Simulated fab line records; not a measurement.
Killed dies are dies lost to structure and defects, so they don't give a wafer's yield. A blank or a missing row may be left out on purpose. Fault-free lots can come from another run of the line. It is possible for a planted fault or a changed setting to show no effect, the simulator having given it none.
Split-lot experiment :: flow n5 finfet :: on a route of 1938 steps: 7 lots, 39 wafers read

== THE SPLIT ==
At N5_BEOL_M4_ILD_DEP_00 (deposits SiOC from DEMS/O2, target thk 79 nm, time 15.3 s), the setting time s was moved away from the recipe's 15.3 s on 18 of the 39 wafers read, by -52.5% to +50.4%. For the rest of the wafers, this setting stayed at what the recipe calls for.

The file shows no step between the split and the reading.

== THE READING ==
At N5_BEOL_M4_THK_MEAS_01: M4_ILD_THK, given in nm. Typical for fault-free wafers on this fab line: 79.0 nm, with standard deviation 1.3 nm.

wafer: L074.1
tool, chamber at the split: pecvd-04, 2
time s as run, s: 23.01
against the recipe: +50.4%
M4_ILD_THK, nm: 117.7
against lot-mates on the recipe: +39.1

wafer: L074.2
tool, chamber at the split: pecvd-04, 1
time s as run, s: 23.01
against the recipe: +50.4%
M4_ILD_THK, nm: 116.4
against lot-mates on the recipe: +37.8

wafer: L074.3
tool, chamber at the split: pecvd-04, 0
time s as run, s: 15.3
against the recipe: recipe
M4_ILD_THK, nm: 76.7
against lot-mates on the recipe: -

wafer: L074.4
tool, chamber at the split: pecvd-04, 0
time s as run, s: 15.3
against the recipe: recipe
M4_ILD_THK, nm: 78.8
against lot-mates on the recipe: -

wafer: L074.5
tool, chamber at the split: pecvd-04, 1
time s as run, s: 23.01
against the recipe: +50.4%
M4_ILD_THK, nm: 118.7
against lot-mates on the recipe: +40.1

wafer: L074.6
tool, chamber at the split: pecvd-04, 2
time s as run, s: 15.3
against the recipe: recipe
M4_ILD_THK, nm: 80.3
against lot-mates on the recipe: -

wafer: L080.1
tool, chamber at the split: pecvd-02, 2
time s as run, s: 19.49
against the recipe: +27.4%
M4_ILD_THK, nm: 98.9
against lot-mates on the recipe: +20.9

wafer: L080.2
tool, chamber at the split: pecvd-02, 1
time s as run, s: 19.49
against the recipe: +27.4%
M4_ILD_THK, nm: 100.4
against lot-mates on the recipe: +22.4

wafer: L080.3
tool, chamber at the split: pecvd-02, 0
time s as run, s: 15.3
against the recipe: recipe
M4_ILD_THK, nm: 76.1
against lot-mates on the recipe: -

wafer: L080.4
tool, chamber at the split: pecvd-02, 2
time s as run, s: 15.3
against the recipe: recipe
M4_ILD_THK, nm: 79.9
against lot-mates on the recipe: -

wafer: L080.5
tool, chamber at the split: pecvd-02, 1
time s as run, s: 19.49
against the recipe: +27.4%
M4_ILD_THK, nm: 102.4
against lot-mates on the recipe: +24.4

wafer: L080.6
tool, chamber at the split: pecvd-02, 0
time s as run, s: 15.3
against the recipe: recipe
M4_ILD_THK, nm: 78.0
against lot-mates on the recipe: -

wafer: L086.2
tool, chamber at the split: pecvd-04, 1
time s as run, s: 15.3
against the recipe: recipe
M4_ILD_THK, nm: 80.1
against lot-mates on the recipe: -

wafer: L086.4
tool, chamber at the split: pecvd-04, 0
time s as run, s: 15.3
against the recipe: recipe
M4_ILD_THK, nm: 79.8
against lot-mates on the recipe: -

wafer: L086.6
tool, chamber at the split: pecvd-04, 1
time s as run, s: 15.3
against the recipe: recipe
M4_ILD_THK, nm: 81.7
against lot-mates on the recipe: -

wafer: L087.1
tool, chamber at the split: pecvd-04, 0
time s as run, s: 7.265
against the recipe: -52.5%
M4_ILD_THK, nm: 36.0
against lot-mates on the recipe: -42.6

wafer: L087.2
tool, chamber at the split: pecvd-04, 2
time s as run, s: 15.3
against the recipe: recipe
M4_ILD_THK, nm: 78.2
against lot-mates on the recipe: -

wafer: L087.3
tool, chamber at the split: pecvd-04, 1
time s as run, s: 15.3
against the recipe: recipe
M4_ILD_THK, nm: 79.1
against lot-mates on the recipe: -

wafer: L087.4
tool, chamber at the split: pecvd-04, 2
time s as run, s: 7.265
against the recipe: -52.5%
M4_ILD_THK, nm: 37.9
against lot-mates on the recipe: -40.7

wafer: L087.5
tool, chamber at the split: pecvd-04, 1
time s as run, s: 7.265
against the recipe: -52.5%
M4_ILD_THK, nm: 39.2
against lot-mates on the recipe: -39.4

wafer: L087.6
tool, chamber at the split: pecvd-04, 0
time s as run, s: 15.3
against the recipe: recipe
M4_ILD_THK, nm: 78.5
against lot-mates on the recipe: -

wafer: L089.1
tool, chamber at the split: pecvd-03, 1
time s as run, s: 15.3
against the recipe: recipe
M4_ILD_THK, nm: 76.3
against lot-mates on the recipe: -

wafer: L089.2
tool, chamber at the split: pecvd-03, 0
time s as run, s: 15.3
against the recipe: recipe
M4_ILD_THK, nm: 78.2
against lot-mates on the recipe: -

wafer: L089.3
tool, chamber at the split: pecvd-03, 1
time s as run, s: 7.467
against the recipe: -51.2%
M4_ILD_THK, nm: 38.6
against lot-mates on the recipe: -39.2

wafer: L089.4
tool, chamber at the split: pecvd-03, 0,1
time s as run, s: 7.467
against the recipe: -51.2%
M4_ILD_THK, nm: 37.8
against lot-mates on the recipe: -40.0

wafer: L089.5
tool, chamber at the split: pecvd-03, 0,1
time s as run, s: 7.467
against the recipe: -51.2%
M4_ILD_THK, nm: 37.8
against lot-mates on the recipe: -40.0

wafer: L089.6
tool, chamber at the split: pecvd-03, 0
time s as run, s: 15.3
against the recipe: recipe
M4_ILD_THK, nm: 78.8
against lot-mates on the recipe: -

wafer: L091.1
tool, chamber at the split: pecvd-03, 2,1
time s as run, s: 20.47
against the recipe: +33.8%
M4_ILD_THK, nm: 103.7
against lot-mates on the recipe: +26.2

wafer: L091.2
tool, chamber at the split: pecvd-03, 1
time s as run, s: 15.3
against the recipe: recipe
M4_ILD_THK, nm: 76.2
against lot-mates on the recipe: -

wafer: L091.3
tool, chamber at the split: pecvd-03, 0
time s as run, s: 15.3
against the recipe: recipe
M4_ILD_THK, nm: 77.4
against lot-mates on the recipe: -

wafer: L091.4
tool, chamber at the split: pecvd-03, 2
time s as run, s: 20.47
against the recipe: +33.8%
M4_ILD_THK, nm: 105.0
against lot-mates on the recipe: +27.5

wafer: L091.5
tool, chamber at the split: pecvd-03, 0
time s as run, s: 15.3
against the recipe: recipe
M4_ILD_THK, nm: 79.0
against lot-mates on the recipe: -

wafer: L091.6
tool, chamber at the split: pecvd-03, 2,1
time s as run, s: 20.47
against the recipe: +33.8%
M4_ILD_THK, nm: 103.7
against lot-mates on the recipe: +26.2

wafer: L096.1
tool, chamber at the split: pecvd-04, 2
time s as run, s: 15.3
against the recipe: recipe
M4_ILD_THK, nm: 79.1
against lot-mates on the recipe: -

wafer: L096.2
tool, chamber at the split: pecvd-04, 1
time s as run, s: 20.57
against the recipe: +34.4%
M4_ILD_THK, nm: 105.2
against lot-mates on the recipe: +26.0

wafer: L096.3
tool, chamber at the split: pecvd-04, 0
time s as run, s: 20.57
against the recipe: +34.4%
M4_ILD_THK, nm: 104.7
against lot-mates on the recipe: +25.5

wafer: L096.4
tool, chamber at the split: pecvd-04, 0
time s as run, s: 15.3
against the recipe: recipe
M4_ILD_THK, nm: 78.1
against lot-mates on the recipe: -

wafer: L096.5
tool, chamber at the split: pecvd-04, 2
time s as run, s: 20.57
against the recipe: +34.4%
M4_ILD_THK, nm: 108.0
against lot-mates on the recipe: +28.8

wafer: L096.6
tool, chamber at the split: pecvd-04, 1
time s as run, s: 15.3
against the recipe: recipe
M4_ILD_THK, nm: 80.3
against lot-mates on the recipe: -
If several chambers appear in one row, that row covers several wafers at once and the file leaves open which wafer was in which chamber.

THE FIT
A straight line over all 39 wafers: M4_ILD_THK changes by +0.782 nm for each +1% of time s; r = +1.00; the points scatter about the line by 1.4 nm.
The same after taking each lot's own level away (the mean of its wafers on the recipe; 39 wafers): +0.78 nm for each +1%; r = +1.00; scatter 1.2 nm.
The reading moves by 41 nm for the largest change in time s, on that fit.
From 77.53 to 80.53 nm: that is the span of the lots' own levels, equal to 2.3 times the standard deviation above.
The two slopes are in agreement: the lot-to-lot level therefore moves the slope only a little.
Check: -40.6 nm against its lot-mates is what the line predicts for one of the wafers moved furthest among these (-52.5%) when that wafer is left out of the fit. Against them it came out at -42.6 nm.

== THESE WAFERS: OTHER SPLITS ==
Other splits were also applied to these wafers ahead of the reading. Each is held against what the fit with the lots' levels taken away leaves over:
other split on the same wafers: N5_SD_EPI_N_DESCUM_14 time s
wafers away from the commonest value: 12
r with M4_ILD_THK (lot level and that fit taken away): +0.06

other split on the same wafers: N5_ILD0_PRECLEAN_10 time s
wafers away from the commonest value: 15
r with M4_ILD_THK (lot level and that fit taken away): +0.13

other split on the same wafers: N5_GATE_CUT_ALD_22 ald cycles
wafers away from the commonest value: 18
r with M4_ILD_THK (lot level and that fit taken away): +0.08

== THE WHOLE CHAIN: every reading that the file lists as answering this split, in the file's order ==
step: N5_BEOL_M4_ILD_DEP_00
what it does: deposits SiOC from DEMS/O2, target thk 79 nm, time 15.3 s
reading: SiOC_of_BEOL_M4_ILD_DEP_00.thk nm (the simulator's own value, which no gauge read)
change (the file's fit): +0.781 nm for each +1% of the setting
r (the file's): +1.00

step: N5_BEOL_M4_THK_MEAS_01
what it does: 
reading: M4_ILD_THK
change (the file's fit): +0.781 for each +1% of the setting
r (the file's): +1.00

== THE FILE'S OWN FIT ==
M4_ILD_THK changes by +0.781 nm for each +1% of time s, r = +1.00.
